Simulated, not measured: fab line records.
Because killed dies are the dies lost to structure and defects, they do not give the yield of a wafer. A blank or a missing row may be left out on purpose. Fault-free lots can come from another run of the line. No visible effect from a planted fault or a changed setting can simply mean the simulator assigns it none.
The tool behind it: which one? + flow nandHarc + 11 lots with 33 wafers sampled at 4 steps, on a route of 1159 steps

## WHAT THE GAUGES READ, wafer by wafer
NHARC_P_M2_CD_MEAS_09: target cd 170 nm.
| lot  | measured     | on       | cdNm (nm)         |
|------|--------------|----------|-------------------|
| L443 | day 5 23:13  | cdSem-02 | 169.8 169.5 169.9 |
| L445 | day 6 22:28  | cdSem-03 | 169.9 170.4 170.5 |
| L446 | day 6 22:29  | cdSem-01 | 169.7 171.7 170.3 |
| L448 | day 7 12:55  | cdSem-01 | 170.3 170.9 169.9 |
| L447 | day 7 13:32  | cdSem-03 | 170.8 170.8 170.2 |
| L454 | day 9 15:02  | cdSem-02 | 169.3 169.2 170.8 |
| L457 | day 9 18:12  | cdSem-02 | 162.6 170.0 171.0 |
| L458 | day 10 01:04 | cdSem-03 | 170.3 170.5 163.4 |
| L462 | day 10 22:26 | cdSem-02 | 171.0 171.2 170.9 |
| L464 | day 11 09:09 | cdSem-02 | 170.2 170.1 169.9 |
| L466 | day 11 20:38 | cdSem-03 | 170.4 170.2 169.7 |

## TOOL THAT RAN EACH LOT (tool first, then ch and the chambers of the sampled wafers, then the start)
| lot  | NHARC_P_M1_CMP_23             | NHARC_P_M1_PRE_CLEAN_32         | NHARC_P_M2_PEB_07                |
|------|-------------------------------|---------------------------------|----------------------------------|
| L443 | cmp-03 ch 1,2,3, day 5 21:20  | pecvd-01 ch 2, day 5 21:52      | lithoTrack-01 ch 0, day 5 23:08  |
| L445 | cmp-01 ch 1,2, day 6 20:29    | pecvd-01 ch 0,1, day 6 21:02    | lithoTrack-06 ch 0, day 6 22:23  |
| L446 | cmp-02 ch 0,1,2, day 6 20:44  | pecvd-02 ch 1,2, day 6 21:18    | lithoTrack-01 ch 0, day 6 22:24  |
| L448 | cmp-02 ch 0,3, day 7 11:05    | pecvd-03 ch 0,1, day 7 11:37    | lithoTrack-04 ch 0, day 7 12:50  |
| L447 | cmp-02 ch 0,2,3, day 7 11:37  | pecvd-03 ch 0,1,2, day 7 12:07  | lithoTrack-04 ch 0, day 7 13:28  |
| L454 | cmp-01 ch 0,1, day 9 12:41    | pecvd-01 ch 0,1,2, day 9 13:32  | lithoTrack-01 ch 0, day 9 14:58  |
| L457 | cmp-01 ch 0,2,3, day 9 16:22  | pecvd-02 ch 0,1, day 9 16:53    | lithoTrack-04 ch 0, day 9 18:07  |
| L458 | cmp-01 ch 1,3, day 9 23:07    | pecvd-01 ch 1,2, day 9 23:40    | lithoTrack-04 ch 0, day 10 00:59 |
| L462 | cmp-03 ch 0,1,3, day 10 20:40 | pecvd-03 ch 0,1, day 10 21:10   | lithoTrack-06 ch 0, day 10 22:22 |
| L464 | cmp-02 ch 0,1,3, day 11 07:21 | pecvd-02 ch 0,1,2, day 11 07:50 | lithoTrack-06 ch 0, day 11 09:04 |
| L466 | cmp-01 ch 1,2, day 11 18:54   | pecvd-02 ch 1,2, day 11 19:26   | lithoTrack-01 ch 0, day 11 20:32 |
- NHARC_P_M1_CMP_23: polishes, t overpolish 20 s, target thk 157.82 nm.
- NHARC_P_M1_PRE_CLEAN_32: time 12 s.
- NHARC_P_M2_PEB_07: peb time 65 s.

## THE ANSWER, worked out from the rows above alone
Rule: the lots themselves supply what counts as usual. The widest of any qualifying gaps counts: lots, ordered by their means at a reading, are off when they make up no more than a third of the lots, leave a main group of 4 or more, and stand apart from it by 3 or more times the standard deviation of that group's means. A main group is skipped when, at the precision printed for the reading in the tables above, its means are all equal. A lot without any number at a reading at which 4 lots or more have one is off too. Any other lot the step has rows for is counted as sound.
Off: L457, L458, at NHARC_P_M2_CD_MEAS_09 (cdNm). Mean 170.3 nm and standard deviation 0.39 in the main group.
If a tool, at a process step before that reading, ran all the lots that are off and no sound lot after the first of them, it fits. The gauges at NHARC_P_M2_CD_MEAS_09 are tried like those tools. One fits: NHARC_P_M2_PEB_07 on lithoTrack-04. Its last sound lot is L447 (day 7 13:28), its first lot that is off L457 (day 9 18:07): a fault that began between those two fits.

## WHAT WAS PUT IN BY THE SIMULATOR
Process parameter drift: lithoTrack-04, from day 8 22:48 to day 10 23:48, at NHARC_P_M2_PEB_07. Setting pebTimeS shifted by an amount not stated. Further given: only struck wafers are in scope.
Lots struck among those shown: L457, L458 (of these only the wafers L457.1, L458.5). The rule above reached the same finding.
